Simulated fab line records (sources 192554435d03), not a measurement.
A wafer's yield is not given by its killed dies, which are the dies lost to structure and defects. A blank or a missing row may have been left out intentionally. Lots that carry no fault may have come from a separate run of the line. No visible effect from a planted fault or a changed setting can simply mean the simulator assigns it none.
Split-lot trial / flow n5-finfet / 21 wafers read from 7 lots, route of 1938 steps

## THE SPLIT ITSELF
At N5_BEOL_M6_ILD_DEP_00 (deposits SiCOH lowk from DEMS/porogen, target thk 179.75 nm, time 33.4 s), the setting time-s was moved away from the recipe's 33.4 s on 5 of the 21 wafers read, by -7.0% to +10.0%. The other wafers ran this setting at the recipe's value.

## SPLIT TO READING: what lies between them in the file, 1 step
- N5_BEOL_M6_CURE_74: cures SiCOH lowk, time 240 s

## THE READING
M6_ILD_THK, in nm, at N5_BEOL_M6_THK_MEAS_01. Fault-free wafers of this fab line usually give 155.2 nm, standard deviation 2.3 nm.

wafer=L081.1; tool, chamber at the split=pecvd-03, 2; time-s as run, s=31.05; against the recipe=-7.0%; M6_ILD_THK, nm=144.6; against lot-mates on the recipe=-9.8
wafer=L081.3; tool, chamber at the split=pecvd-03, 1; time-s as run, s=33.4; against the recipe=recipe; M6_ILD_THK, nm=154.1; against lot-mates on the recipe=-
wafer=L081.6; tool, chamber at the split=pecvd-03, 1; time-s as run, s=33.4; against the recipe=recipe; M6_ILD_THK, nm=154.7; against lot-mates on the recipe=-
wafer=L086.2; tool, chamber at the split=pecvd-04, 0; time-s as run, s=33.4; against the recipe=recipe; M6_ILD_THK, nm=157.4; against lot-mates on the recipe=-
wafer=L086.5; tool, chamber at the split=pecvd-04, 2; time-s as run, s=33.4; against the recipe=recipe; M6_ILD_THK, nm=154.7; against lot-mates on the recipe=-
wafer=L086.6; tool, chamber at the split=pecvd-04, 1; time-s as run, s=33.4; against the recipe=recipe; M6_ILD_THK, nm=161.3; against lot-mates on the recipe=-
wafer=L087.3; tool, chamber at the split=pecvd-04, 1; time-s as run, s=31.45; against the recipe=-5.8%; M6_ILD_THK, nm=146.9; against lot-mates on the recipe=-12.4
wafer=L087.4; tool, chamber at the split=pecvd-04, 2; time-s as run, s=31.45; against the recipe=-5.8%; M6_ILD_THK, nm=144.3; against lot-mates on the recipe=-15.0
wafer=L087.5; tool, chamber at the split=pecvd-04, 1; time-s as run, s=33.4; against the recipe=recipe; M6_ILD_THK, nm=159.3; against lot-mates on the recipe=-
wafer=L093.1; tool, chamber at the split=pecvd-01, 0; time-s as run, s=36.73; against the recipe=+10.0%; M6_ILD_THK, nm=165.5; against lot-mates on the recipe=+11.4
wafer=L093.3; tool, chamber at the split=pecvd-01, 1; time-s as run, s=33.4; against the recipe=recipe; M6_ILD_THK, nm=152.3; against lot-mates on the recipe=-
wafer=L093.4; tool, chamber at the split=pecvd-01, 1; time-s as run, s=33.4; against the recipe=recipe; M6_ILD_THK, nm=155.8; against lot-mates on the recipe=-
wafer=L094.2; tool, chamber at the split=pecvd-03, 2; time-s as run, s=33.4; against the recipe=recipe; M6_ILD_THK, nm=155.5; against lot-mates on the recipe=-
wafer=L094.3; tool, chamber at the split=pecvd-03, 0; time-s as run, s=33.4; against the recipe=recipe; M6_ILD_THK, nm=152.0; against lot-mates on the recipe=-
wafer=L094.4; tool, chamber at the split=pecvd-03, 0; time-s as run, s=36.17; against the recipe=+8.3%; M6_ILD_THK, nm=166.5; against lot-mates on the recipe=+12.8
wafer=L095.1; tool, chamber at the split=pecvd-04, 0; time-s as run, s=33.4; against the recipe=recipe; M6_ILD_THK, nm=153.5; against lot-mates on the recipe=-
wafer=L095.3; tool, chamber at the split=pecvd-04, 1; time-s as run, s=33.4; against the recipe=recipe; M6_ILD_THK, nm=155.8; against lot-mates on the recipe=-
wafer=L095.4; tool, chamber at the split=pecvd-04, 2; time-s as run, s=33.4; against the recipe=recipe; M6_ILD_THK, nm=154.0; against lot-mates on the recipe=-
wafer=L097.1; tool, chamber at the split=pecvd-03, 1; time-s as run, s=33.4; against the recipe=recipe; M6_ILD_THK, nm=154.7; against lot-mates on the recipe=-
wafer=L097.2; tool, chamber at the split=pecvd-03, 2; time-s as run, s=33.4; against the recipe=recipe; M6_ILD_THK, nm=155.5; against lot-mates on the recipe=-
wafer=L097.4; tool, chamber at the split=pecvd-03, 2; time-s as run, s=33.4; against the recipe=recipe; M6_ILD_THK, nm=157.4; against lot-mates on the recipe=-

THE FIT
A straight line over all 21 wafers: M6_ILD_THK changes by +1.34 nm for each +1% of time-s; r = +0.91; the points scatter about the line by 2.4 nm.
The same after taking each lot's own level away (the mean of its wafers on the recipe; 21 wafers): +1.57 nm for each +1%; r = +0.94; scatter 2.3 nm.
According to that fit, moving time-s by its largest amount changes the reading by 16 nm.
Measured against the standard deviation above, the lots' own levels, which go from 153.75 to 159.30 nm, span 2.4 times it.
So the lot-to-lot level changes the slope: the two fits differ.
Check: for one of the wafers moved furthest among these (+10.0%), held out of the fit, the line's prediction against its lot-mates is +17.4 nm. Against them it came out at +11.4 nm.

## THE OTHER SPLITS THESE WAFERS WENT THROUGH
Other splits were also applied to these wafers ahead of the reading. Each is held against what the fit with the lots' levels taken away leaves over:
other split on the same wafers=N5_BEOL_M2_DESCUM_16 time-s; wafers away from the commonest value=6; r with M6_ILD_THK (lot level and that fit taken away)=+0.09
other split on the same wafers=N5_BEOL_M4_DESCUM_33 time-s; wafers away from the commonest value=8; r with M6_ILD_THK (lot level and that fit taken away)=+0.20
other split on the same wafers=N5_BEOL_M5_COAT_22 spin-rpm; wafers away from the commonest value=10; r with M6_ILD_THK (lot level and that fit taken away)=-0.24
other split on the same wafers=N5_BEOL_M5_EXPOSE_25 dose-mj; wafers away from the commonest value=4; r with M6_ILD_THK (lot level and that fit taken away)=-0.06

## THE WHOLE CHAIN: every reading that the file lists as answering this split, in the file's order
step=N5_BEOL_M6_ILD_DEP_00; what it does=deposits SiCOH lowk from DEMS/porogen, target thk 179.75 nm, time 33.4 s; reading=SiCOH_lowk_of_BEOL_M6_ILD_DEP_00.thk-nm (the simulator's own value, which no gauge read); change (the file's fit)=+1.69 nm for each +1% of the setting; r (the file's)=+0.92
step=N5_BEOL_M6_CURE_74; what it does=cures SiCOH lowk, time 240 s; reading=SiCOH_lowk_of_BEOL_M6_ILD_DEP_00.thk-nm (the simulator's own value, which no gauge read); change (the file's fit)=+1.48 nm for each +1% of the setting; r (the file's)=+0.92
step=N5_BEOL_M6_THK_MEAS_01; what it does=; reading=M6_ILD_THK; change (the file's fit)=+1.46 for each +1% of the setting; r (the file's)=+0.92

## FILE'S OWN FIT
M6_ILD_THK changes by +1.46 nm for each +1% of time-s, r = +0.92.
